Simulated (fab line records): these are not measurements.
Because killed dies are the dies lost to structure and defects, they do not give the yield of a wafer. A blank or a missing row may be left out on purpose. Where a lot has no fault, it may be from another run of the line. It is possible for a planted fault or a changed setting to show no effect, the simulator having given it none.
Split-lot study    flow n5-finfet    7 lots, 21 wafers read, on a route of 1938 steps

SPLIT DETAILS
At N5_PASSIVATION_EXPOSE_07 (exposes mask TV, defocus 0 nm, target cd 3000 nm), the setting dose-mj was moved away from the recipe's 22.75 on 11 of the 21 wafers read, by -7.3% to +4.7%. This setting was run at the recipe's value on the other wafers.

FROM THE SPLIT TO THE READING: what the file shows between them, 3 steps
- N5_PASSIVATION_PEB_08
- N5_PASSIVATION_DEVELOP_09: develop time 60 s
- N5_PASSIVATION_HARDBAKE_11: time 120 s

THE READING
At N5_PASSIVATION_CD_MEAS_10: cd-nm in nanometres, against a target cd of 3000 nm. On this fab line, fault-free wafers typically give 3000.5 nm with a standard deviation of 1.9 nm.

wafer   tool, chamber at the split  dose-mj as run  against the recipe  cd-nm, nm  against lot-mates on the recipe
L079.1  krf-scanner-01, 0           22.75           recipe              3003.6     -
L079.4  krf-scanner-01, 0           23.42           +2.9%               3008.3     +4.7
L079.6  krf-scanner-01, 0           23.42           +2.9%               3010.0     +6.4
L084.2  krf-scanner-01, 0           22.75           recipe              3000.3     -
L084.3  krf-scanner-01, 0           21.82           -4.1%               2992.5     -7.8
L084.4  krf-scanner-01, 0           21.82           -4.1%               2992.1     -8.2
L088.2  krf-scanner-02, 0           23.28           +2.3%               3002.6     +2.2
L088.4  krf-scanner-02, 0           22.75           recipe              3000.4     -
L088.6  krf-scanner-02, 0           23.28           +2.3%               3005.7     +5.3
L086.1  krf-scanner-02, 0           23.82           +4.7%               3008.7     +5.6
L086.3  krf-scanner-02, 0           23.82           +4.7%               3009.5     +6.4
L086.4  krf-scanner-02, 0           22.75           recipe              3003.1     -
L095.1  krf-scanner-02, 0           22.75           recipe              3000.1     -
L095.3  krf-scanner-02, 0           22.23           -2.3%               2996.9     -2.0
L095.6  krf-scanner-02, 0           22.75           recipe              2997.8     -
L096.3  krf-scanner-01, 0           21.08           -7.3%               2988.8     -13.4
L096.5  krf-scanner-01, 0           21.08           -7.3%               2985.8     -16.4
L096.6  krf-scanner-01, 0           22.75           recipe              3002.2     -
L097.2  krf-scanner-02, 0           22.75           recipe              3002.4     -
L097.5  krf-scanner-02, 0           22.75           recipe              3003.0     -
L097.6  krf-scanner-02, 0           22.75           recipe              3002.7     -

THE FIT
A straight line over all 21 wafers: cd-nm changes by +1.93 nm for each +1% of dose-mj; r = +0.96; the points scatter about the line by 1.8 nm.
The same after taking each lot's own level away (the mean of its wafers on the recipe; 21 wafers): +1.8 nm for each +1%; r = +0.98; scatter 1.3 nm.
On that fit, the largest move of dose-mj shifts the reading by 13 nm.
The span of the lots' own levels, 2998.95 to 3003.60 nm, comes to 2.4 times the standard deviation stated above.
So the lot-to-lot level changes the slope little: the two slopes agree.
Check: for one of the wafers moved furthest among these (-7.3%), held out of the fit, the line's prediction against its lot-mates is -13.6 nm. It came out at -13.4 nm against them.

THE WHOLE CHAIN: every reading that the file lists as answering this split, in the file's order
step                       what it does              reading                                                          change (the file's fit)               r (the file's)
N5_PASSIVATION_CD_MEAS_10  target cd 3000 nm         cd-nm                                                            +1.78 nm for each +1% of the setting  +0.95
N5_PASSIVATION_DESCUM_12   chemistry O2, time 7.9 s  TV_LITHO.cd-nm (the simulator's own value, which no gauge read)  +1.82 nm for each +1% of the setting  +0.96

THE FILE'S OWN FIT
cd-nm changes by +1.78 nm for each +1% of dose-mj, r = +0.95.
